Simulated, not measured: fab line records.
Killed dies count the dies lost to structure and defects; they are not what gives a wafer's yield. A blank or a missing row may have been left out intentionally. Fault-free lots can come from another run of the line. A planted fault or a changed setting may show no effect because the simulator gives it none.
Chamber matching | flow n5-finfet | N5_BEOL_M0_SAQP_SPACER2_ALD_26 on ald-sin-02 has 4 sister chambers
The step deposits SiO2, target thk 15 nm, pulse time 1 s, purge time 2 s. 4 wafers are shown with their chamber, then 10 later ones without.

## WAFERS PAIRED WITH THEIR CHAMBERS
wafer  | chamber | heater-power-w (W)
L087.6 | 0       | 422
L089.1 | 2       | 456
L089.3 | 1       | 427
L094.5 | 3       | 421

## WAFERS WITHOUT THEIR CHAMBER
wafer  | heater-power-w (W)
L094.6 | 456
L095.4 | 420
L095.5 | 419
L095.6 | 427
L096.3 | 456
L096.4 | 412
L096.6 | 426
L097.3 | 435
L097.4 | 425
L097.5 | 439

## WHICH CHAMBER EACH WENT THROUGH
wafer  | from the rows above               | in truth
L094.6 | 2                                 | 2
L095.4 | can't be placed: 3 or 0 or 1      | 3
L095.5 | can't be placed: 3 or 0 or 1      | 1
L095.6 | can't be placed: 1 or 0 or 3      | 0
L096.3 | 2                                 | 2
L096.4 | can't be placed: 3 or 0 or 1      | 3
L096.6 | can't be placed: 1 or 0 or 3      | 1
L097.3 | can't be placed: 1 or 0 or 3      | 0
L097.4 | can't be placed: 1 or 0 or 3      | 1
L097.5 | can't be placed: 1 or 0 or 2 or 3 | 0
Placed correctly: 2 of 10. Unplaceable from these rows: 8, with the true chamber sitting among the candidates in 8. Wrongly placed: 0.
How it was worked out, from the rows above alone: a wafer's distance from a chamber is the root of the sum, over the readings, of the square of ((its reading less the chamber's mean) divided by the reading's scatter). The wafer belongs to the nearest chamber; if the next one is less than 2 further off, it can't be placed. For every chamber, the mean is computed from those of its wafers that are shown. The scatter: with one shown wafer a chamber, the root of the mean of the squares of how far each hidden wafer lies from its nearest shown one.
